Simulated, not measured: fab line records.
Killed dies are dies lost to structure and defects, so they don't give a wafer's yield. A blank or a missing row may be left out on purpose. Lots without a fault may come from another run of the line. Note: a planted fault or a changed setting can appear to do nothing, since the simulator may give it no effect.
What tool caused it? | flow n5 finfet | Sampling: 11 lots, 32 wafers, 5 of 1938 route steps

WHAT THE GAUGES READ, wafer by wafer
N5_BEOL_M4_RC_MEAS_101. Usual: DIBL_N 36.5 mV/V, standard deviation 1.8; DIBL_P 36.5 mV/V, standard deviation 2.1; IOFF_N 0.17 nA/um, standard deviation 0.031; IOFF_P 0.22 nA/um, standard deviation 0.036; ION_N 677 uA/um, standard deviation 11; ION_P 463 uA/um, standard deviation 8; SS_N 71.6 mV/dec, standard deviation 0.61; SS_P 73.3 mV/dec, standard deviation 0.63; VT_N 249 mV, standard deviation 3.1; VT_P -250 mV, standard deviation 3.3.
lot  | measured     | on        | DIBL_N (mV/V)  | DIBL_P (mV/V)  | IOFF_N (nA/um) | IOFF_P (nA/um) | ION_N (uA/um) | ION_P (uA/um) | SS_N (mV/dec)  | SS_P (mV/dec)  | VT_N (mV)   | VT_P (mV)      | flag
L785 | day 8 08:12  | prober-01 | 37.0 34.9 37.0 | 37.2 34.1 35.9 | 0.18 0.14 0.17 | 0.21 0.16 0.19 | 689 662 683   | 466 451 453   | 71.7 70.4 71.9 | 73.5 72.6 73.4 | 244 251 248 | -254 -255 -254 |
L788 | day 8 21:28  | prober-01 | 37.0 38.6 36.6 | 36.2 39.5 36.2 | 0.16 0.19 0.15 | 0.20 0.25 0.20 | 671 691 676   | 458 474 469   | 71.6 71.3 70.8 | 73.5 74.3 73.4 | 247 247 249 | -251 -247 -248 |
L789 | day 9 10:14  | prober-01 | 38.5 34.7 36.1 | 38.5 34.7 35.5 | 0.21 0.14 0.15 | 0.26 0.20 0.20 | 694 681 679   | 476 468 469   | 72.0 71.0 71.7 | 73.7 72.8 73.1 | 242 250 250 | -245 -248 -249 |
L793 | day 10 03:55 | prober-01 | 35.8 34.3 36.0 | 36.4 34.1 36.2 | 0.17 0.15 0.17 | 0.23 0.21 0.24 | 672 671 672   | 466 465 467   | 71.5 70.8 71.8 | 73.6 72.8 74.1 | 248 246 248 | -248 -248 -245 |
L794 | day 10 20:40 | prober-01 | 36.4 38.2 37.4 | 35.0 36.7 35.6 | 0.18 0.20 0.20 | 0.20 0.22 0.21 | 679 675 672   | 454 452 452   | 71.9 72.8 71.6 | 72.7 73.5 73.1 | 246 248 246 | -252 -250 -252 |
L795 | day 11 03:36 | prober-02 | 35.7 35.7 38.2 | 35.2 35.7 37.1 | 0.16 0.16 0.19 | 0.19 0.20 0.22 | 669 676 681   | 458 461 461   | 71.8 71.6 71.7 | 72.9 73.1 73.4 | 249 248 249 | -252 -251 -252 |
L801 | day 12 10:10 | prober-01 | 33.8 37.1 35.9 | 31.6 35.1 33.6 | 0.12 0.19 0.17 | 0.16 0.22 0.19 | 667 681 668   | 455 460 455   | 70.6 71.2 71.5 | 71.7 73.0 73.0 | 252 245 247 | -252 -246 -251 |
L804 | day 13 18:14 | prober-01 | 35.3 34.3 34.7 | 37.2 35.6 36.1 | 0.15 0.13 0.14 | 0.20 0.18 0.19 | 679 677 675   | 467 464 465   | 70.5 71.4 71.3 | 73.8 73.4 73.8 | 250 251 250 | -252 -252 -250 |
L805 | day 13 21:04 | prober-02 | 33.1 36.2      | 32.2 36.9      | 0.11 0.17      | 0.17 0.22      | 649 664       | 458 463       | 70.5 72.0      | 72.9 72.4      | 253 251     | -252 -249      |
L807 | day 14 23:12 | prober-01 | 37.0 40.1 38.5 | 35.4 39.8 38.1 | 0.15 0.20 0.18 | 0.20 0.28 0.25 | 662 673 667   | 456 465 461   | 72.7 72.6 71.9 | 72.6 74.4 73.8 | 253 251 248 | -251 -245 -247 |
L806 | day 14 00:46 | prober-02 | 36.9 38.9 35.3 | 37.0 39.9 35.8 | 0.17 0.21 0.16 | 0.25 0.29 0.22 | 673 687 683   | 465 476 472   | 71.8 72.7 71.2 | 73.1 73.8 72.8 | 247 247 250 | -246 -243 -248 |

WHAT TOOL EACH LOT RAN ON (gives the tool, then ch and the chambers of the sampled wafers, and finally the start)
lot  | N5_BEOL_M2_SPUTTER_79        | N5_BEOL_M2_ANNEAL_93         | N5_BEOL_M2_PRE_CLEAN_60          | N5_BEOL_M2_CO_CAP_55
L785 | pvd sputter-02, day 6 23:47  | pvd sputter-02, day 7 00:58  | cvd co-01 ch 0,1,2, day 7 02:16  | cvd co-01 ch 0,1,2, day 7 02:18
L788 | pvd sputter-03, day 8 00:29  | pvd sputter-03, day 8 01:40  | cvd co-01 ch 0,1, day 8 02:52    | cvd co-01 ch 0,1, day 8 02:55
L789 | pvd sputter-01, day 8 07:20  | pvd sputter-01, day 8 08:31  | cvd co-02 ch 1,2, day 8 09:43    | cvd co-02 ch 1,2, day 8 09:45
L793 | pvd sputter-01, day 9 03:47  | pvd sputter-01, day 9 04:58  | cvd co-01 ch 0,1,2, day 9 06:08  | cvd co-01 ch 0,1,2, day 9 06:11
L794 | pvd sputter-02, day 9 14:33  | pvd sputter-02, day 9 15:44  | cvd co-01 ch 1,2, day 9 16:55    | cvd co-01 ch 1,2, day 9 16:58
L795 | pvd sputter-01, day 9 21:40  | pvd sputter-01, day 9 22:51  | cvd co-02 ch 0,1, day 10 00:28   | cvd co-02 ch 0,1, day 10 00:30
L801 | pvd sputter-03, day 11 02:29 | pvd sputter-03, day 11 03:40 | cvd co-01 ch 0,2, day 11 05:17   | cvd co-01 ch 0,2, day 11 05:20
L804 | pvd sputter-01, day 12 09:55 | pvd sputter-01, day 12 11:05 | cvd co-02 ch 0,1,2, day 12 12:22 | cvd co-02 ch 0,1,2, day 12 12:25
L805 | pvd sputter-01, day 12 15:11 | pvd sputter-01, day 12 16:22 | cvd co-01 ch 0,1, day 12 17:33   | cvd co-01 ch 0,1, day 12 17:35
L807 | pvd sputter-02, day 12 18:37 | pvd sputter-02, day 12 19:48 | cvd co-02 ch 0,1, day 12 20:59   | cvd co-02 ch 0,1, day 12 21:01
L806 | pvd sputter-01, day 12 18:44 | pvd sputter-01, day 12 19:55 | cvd co-01 ch 0,1,2, day 12 21:06 | cvd co-01 ch 0,1,2, day 12 21:08
- N5_BEOL_M2_SPUTTER_79: material Cu, target thk 4.5 nm, time 8.29 s.
- N5_BEOL_M2_ANNEAL_93: time 240 s.
- N5_BEOL_M2_PRE_CLEAN_60: time 15 s.
- N5_BEOL_M2_CO_CAP_55: material Co, precursor CCTBA/H2, target thk 2 nm, time 102.1 s.

AS READ BY THE TOOLS THEMSELVES (means over the sampled wafers that have a number; for cases with no such wafer, the mark the record gives instead)
N5_BEOL_M2_SPUTTER_79. Usual: chamber pressure pa 0.07 Pa, standard deviation 0.00015; chuck sensor temp C -15.8 C, standard deviation 0.38; throttle valve pct 30.1 %, standard deviation 1.1.
lot  | tool           | chamber pressure pa (Pa) | chuck sensor temp C (C) | throttle valve pct (%) | flag
L785 | pvd sputter-02 | 0.07                     | -15.6                   | 31.2                   |
L788 | pvd sputter-03 | 0.07                     | -15.8                   | 30.8                   |
L789 | pvd sputter-01 | 0.07                     | -15.4                   | 28.7                   |
L793 | pvd sputter-01 | 0.07                     | -15.8                   | 29.4                   |
L794 | pvd sputter-02 | 0.07                     | -15.7                   | 30.3                   |
L795 | pvd sputter-01 | 0.07                     | -15.9                   | 29.1                   |
L801 | pvd sputter-03 | 0.07                     | -16.1                   | 29.9                   |
L804 | pvd sputter-01 | 0.07                     | -15.8                   | 29.5                   |
L805 | pvd sputter-01 | 0.07                     | -16.1                   | 29.8                   |
L807 | pvd sputter-02 | 0.07                     | -15.6                   | 30.6                   |
L806 | pvd sputter-01 | 0.07                     | -15.4                   | 28.9                   |

N5_BEOL_M2_ANNEAL_93. Usual: heater power w 827 W, standard deviation 130.
lot  | tool           | heater power w (W) | flag
L785 | pvd sputter-02 | 908                |
L788 | pvd sputter-03 | 778                |
L789 | pvd sputter-01 | 849                |
L793 | pvd sputter-01 | 813                |
L794 | pvd sputter-02 | 925                |
L795 | pvd sputter-01 | 785                |
L801 | pvd sputter-03 | 735                |
L804 | pvd sputter-01 | 807                |
L805 | pvd sputter-01 | 782                |
L807 | pvd sputter-02 | 847                |
L806 | pvd sputter-01 | 842                |

N5_BEOL_M2_PRE_CLEAN_60. Usual: heater power outer w 20 W, standard deviation 9; heater power w 84 W, standard deviation 17.
lot  | tool      | heater power outer w (W) | heater power w (W) | flag
L785 | cvd co-01 | 15                       | 74                 |
L788 | cvd co-01 | 14                       | 68                 |
L789 | cvd co-02 | 33                       | 108                |
L793 | cvd co-01 | 15                       | 74                 |
L794 | cvd co-01 | 18                       | 80                 |
L795 | cvd co-02 | 24                       | 97                 |
L801 | cvd co-01 | 13                       | 69                 |
L804 | cvd co-02 | 30                       | 103                |
L805 | cvd co-01 | 16                       | 72                 |
L807 | cvd co-02 | 21                       | 93                 |
L806 | cvd co-01 | 16                       | 75                 |

N5_BEOL_M2_CO_CAP_55. Usual: chamber pressure Torr 29.99 Torr, standard deviation 0.062; heater power outer w 122 W, standard deviation 12; heater power w 234 W, standard deviation 21.
lot  | tool      | chamber pressure Torr (Torr) | heater power outer w (W) | heater power w (W) | flag
L785 | cvd co-01 | 29.99                        | 118                      | 224                |
L788 | cvd co-01 | 30.08                        | 115                      | 215                |
L789 | cvd co-02 | 30.05                        | 141                      | 262                |
L793 | cvd co-01 | -                            | -                        | -                  | OFF
L794 | cvd co-01 | -                            | -                        | -                  | OFF
L795 | cvd co-02 | -                            | -                        | -                  | OFF
L801 | cvd co-01 | 29.97                        | 113                      | 218                |
L804 | cvd co-02 | 29.99                        | 135                      | 260                |
L805 | cvd co-01 | 29.98                        | 118                      | 216                |
L807 | cvd co-02 | 30.01                        | 125                      | 243                |
L806 | cvd co-01 | 30.04                        | 117                      | 221                |

THE ANSWER, worked out from the rows above alone
Rule: a lot counts as off when the mean over its wafers that have a number is more than 3 standard deviations away from the usual mean. Also off: a lot with no number at a reading for which 4 or more lots have one. The other lots that the step has rows for count as sound. After the gauges, taken in route order, come the tools' own readings; for these a lot's mean is taken, as printed above. The first step at which some lot is off is used, and at that step the reading that is off furthest; a lot without a number counts as furthest.
Off at N5_BEOL_M2_CO_CAP_55 (chamber pressure Torr): L793, L794, L795. Without a number there: L793, L794, L795.
A tool fits if, at that step or a process step before it, it ran every lot that is off, and no sound lot after the first of them. No candidate that was tried fits.

WHAT THE SIMULATOR PUT IN
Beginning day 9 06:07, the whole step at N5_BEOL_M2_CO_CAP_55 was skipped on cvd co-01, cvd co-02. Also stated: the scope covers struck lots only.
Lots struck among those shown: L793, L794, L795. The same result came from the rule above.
